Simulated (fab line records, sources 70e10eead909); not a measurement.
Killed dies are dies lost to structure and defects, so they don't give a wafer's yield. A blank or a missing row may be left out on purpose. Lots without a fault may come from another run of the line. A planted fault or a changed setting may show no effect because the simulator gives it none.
A struck lot beside a sound one | flow nand_harc | 12 steps out of a route of 1302
Sound: wafers L550.1, L550.2, L550.4. Struck: wafers L558.1, L558.2, L558.4. The cause comes at the end.
At each step with rows: each side's tool, then ch and its chambers, then its first start. Under that, the readings that differ: sound wafers | struck wafers | difference of the means | sigmas: that difference in standard deviations of wafers without a fault.
alike: readings whose means differ by less than 2 such deviations, and words and numbers that are the same on both sides. not compared: withheld readings, readings that some wafer has no value for, bounds like >300 that may hide the same value, and numbers for which the record gives no deviation and whose values overlap.
The two part at a step that has a row with sigmas, a row that says differs or no value, or rows on one side only. Numbers that don't overlap but have no deviation are shown without sigmas and don't part them. A reading that every wafer of one side lacks parts them only if that side has two wafers or more.

NHARC_A_SIN_REMOVE_INSPECT_04:
  sound on defect_inspect-02, day 21 05:42; struck on defect_inspect-01, day 24 15:40
  alike: raw_defect_count
then, 1 step without rows for these wafers: NHARC_A_WL_FILL_ALD_00 (deposits Al2O3, target thk 3 nm, pulse time 3 s, ald cycles 30).
NHARC_A_WL_FILL_RTA_01: time 5 s.
  sound on rtp_anneal-02 ch 0, day 21 06:04; struck on rtp_anneal-02 ch 0, day 24 15:59
  alike: lamp_power_pct, lamp_zone_1_pct, lamp_zone_6_pct, wafer_temp_C_max
NHARC_A_WL_FILL_ALD_02: deposits TiN, target thk 2 nm, pulse time 3 s, ald cycles 100.
  sound on ald_metal-02 ch 0,1,2, day 21 06:17; struck on ald_metal-02 ch 0,1,3, day 24 16:14
  alike: heater_power_w, precursor_pulse_height_rel
NHARC_A_WL_FILL_CVD_03: deposits W, target thk 40 nm, time 279 s.
  sound on cvd_w-02 ch 0,1, day 21 06:43; struck on cvd_w-02 ch 0,1, day 24 16:38
  alike: chamber_pressure_Torr, heater_power_w, throttle_valve_pct
NHARC_A_WL_FILL_ETCHBACK_04: etches the open film in NF3, target depth 60 nm, time 120 s.
  sound on rie_metal-02 ch 0,1, day 21 07:07; struck on rie_metal-01 ch 0,1, day 24 17:00
  alike: drypump_motor_current_A, oes_product_au
  not compared: rf_hours_counter_h
NHARC_A_WL_FILL_ETCHBACK_05: etches the open film in Cl2/BCl3, target depth 22 nm, time 60 s.
  sound on rie_metal-02 ch 0,1, day 21 07:21; struck on rie_metal-01 ch 0,1, day 24 17:14
  alike: drypump_motor_current_A, oes_product_au
  not compared: rf_hours_counter_h
then, 4 steps without rows for these wafers: NHARC_A_WL_FILL_STRIP_27 (strips in N2/H2, time 20 s); NHARC_A_WL_FILL_STRIP_28 (strips in post etch residue remover, time 1200 s); NHARC_A_WL_FILL_PRECLEAN_06 (cleans in DIW, time 300 s); NHARC_A_WL_FILL_SRD_07.
NHARC_A_WL_FILL_ANNEAL_08: time 1800 s.
  sound on furnace-04 ch 0, day 21 12:06; struck on furnace-05, day 24 23:13
  no value came back on the struck wafers for any of 5 readings (run_length_s (s), spike_tc_bottom_C (C) and others); on the sound wafers run_length_s (s) reads 1831 1831 1831

WHERE THEY PART
Only at NHARC_A_WL_FILL_ANNEAL_08, within this record.

WHY: what the simulator had put in
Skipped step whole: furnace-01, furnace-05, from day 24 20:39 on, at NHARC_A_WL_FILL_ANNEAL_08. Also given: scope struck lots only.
